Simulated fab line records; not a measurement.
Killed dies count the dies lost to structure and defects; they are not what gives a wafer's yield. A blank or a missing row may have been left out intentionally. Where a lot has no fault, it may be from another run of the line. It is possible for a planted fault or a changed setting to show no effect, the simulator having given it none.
The same fault as seen by 2 desks    flow n5-finfet    what lay behind the numbers comes last; until then each desk has only its own

== AT THE METROLOGY DESK ==
What the gauges read, lot by lot, whatever tool the lot ran on: means of the sampled wafers that have a number. Marked OUT: a lot whose mean sits more than 4 standard deviations from the usual mean, which makes it out of limits; the brackets give that distance. It has 12 readings, of which 7 appear: the earliest out of limits, and the ones furthest out on some lot.
Columns: A = DIBL_P at N5_BEOL_M4_RC_MEAS_101, usual 35.8 mV/V; B = IOFF_P at N5_BEOL_M4_RC_MEAS_101, usual 0.20 nA/um; C = ION_P at N5_BEOL_M4_RC_MEAS_101, usual 460 uA/um; D = SS_N at N5_BEOL_M4_RC_MEAS_101, usual 71.5 mV/dec; E = SS_P at N5_BEOL_M4_RC_MEAS_101, usual 73.2 mV/dec; F = VT_P at N5_BEOL_M4_RC_MEAS_101, usual -251 mV; G = cd-nm at N5_BEOL_M14_CD_MEAS_28, usual 285.4 nm
lot   first seen here  A     B     C    D     E     F     G
L502  day 8 07:37      33.2  0.17  455  71.1  72.5  -255  284.4
L504  day 8 09:44      37.3  0.24  461  71.9  73.3  -247  285.3
L503  day 8 12:48      34.0  0.16  451  72.1  72.5  -253  285.5
L508  day 9 17:07      37.0  0.21  466  72.3  73.6  -252  297.8 (+7.7) OUT
L510  day 10 15:08     34.9  0.23  462  71.7  73.5  -248  286.2
L513  day 10 21:58     35.2  0.18  457  71.6  73.0  -251  288.2
L516  day 12 17:39     34.9  0.20  464  71.5  72.9  -249  284.1
L522  day 13 10:17     36.5  0.19  460  71.4  73.9  -253  286.6
L521  day 13 11:05     34.9  0.20  458  70.8  73.0  -251  286.7
L523  day 13 17:25     34.7  0.19  461  71.1  72.8  -252  284.2
This desk's verdict: out of limits on L508, starting with L508 at day 12 22:41 (cd-nm at N5_BEOL_M14_CD_MEAS_28). L502, L504, L503, L510, L513, L516, L522, L521, L523: within limits.

== AT THE TOOL OWNER'S DESK: krf-scanner-02 ==
The tool's own readings at N5_BEOL_M14_EXPOSE_25 (exposes mask M14, target cd 280 nm): means of the sampled wafers that have a number, for each lot that ran on this tool. Marked OUT: a lot whose mean sits more than 4 standard deviations from the usual mean, which makes it out of limits; the brackets give that distance.
Columns: A = exposure-dose-mJ-cm2 at N5_BEOL_M14_EXPOSE_25, usual 26.569; B = focus-offset-nm at N5_BEOL_M14_EXPOSE_25, usual 0.0 nm
lot   first seen here  A                 B
L504  day 12 00:14     26.543            0.0
L503  day 12 01:21     26.568            0.0
L508  day 12 22:31     28.604 (+78) OUT  0.4
This desk's verdict: out of limits on L508, starting with L508 at day 12 22:31 (exposure-dose-mJ-cm2 at N5_BEOL_M14_EXPOSE_25). L504, L503: within limits.

== ALL TOGETHER ==
An alarm could have come from the tool owner's desk at day 12 22:31, on L508.
Metrology desk: alarm possible at day 12 22:41 on L508.
Every lot named ran N5_BEOL_M14_EXPOSE_25 on krf-scanner-02.

== WHAT HAD BEEN PUT IN BY THE SIMULATOR ==
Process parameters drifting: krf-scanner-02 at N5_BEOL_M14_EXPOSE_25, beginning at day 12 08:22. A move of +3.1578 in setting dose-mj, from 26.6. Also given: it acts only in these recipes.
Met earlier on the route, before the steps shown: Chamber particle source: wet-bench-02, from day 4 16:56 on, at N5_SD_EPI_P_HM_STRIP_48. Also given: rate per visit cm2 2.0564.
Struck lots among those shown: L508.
Fault start to first reading out of limits, in hours, per desk: tool owner, 14; metrology, 14.
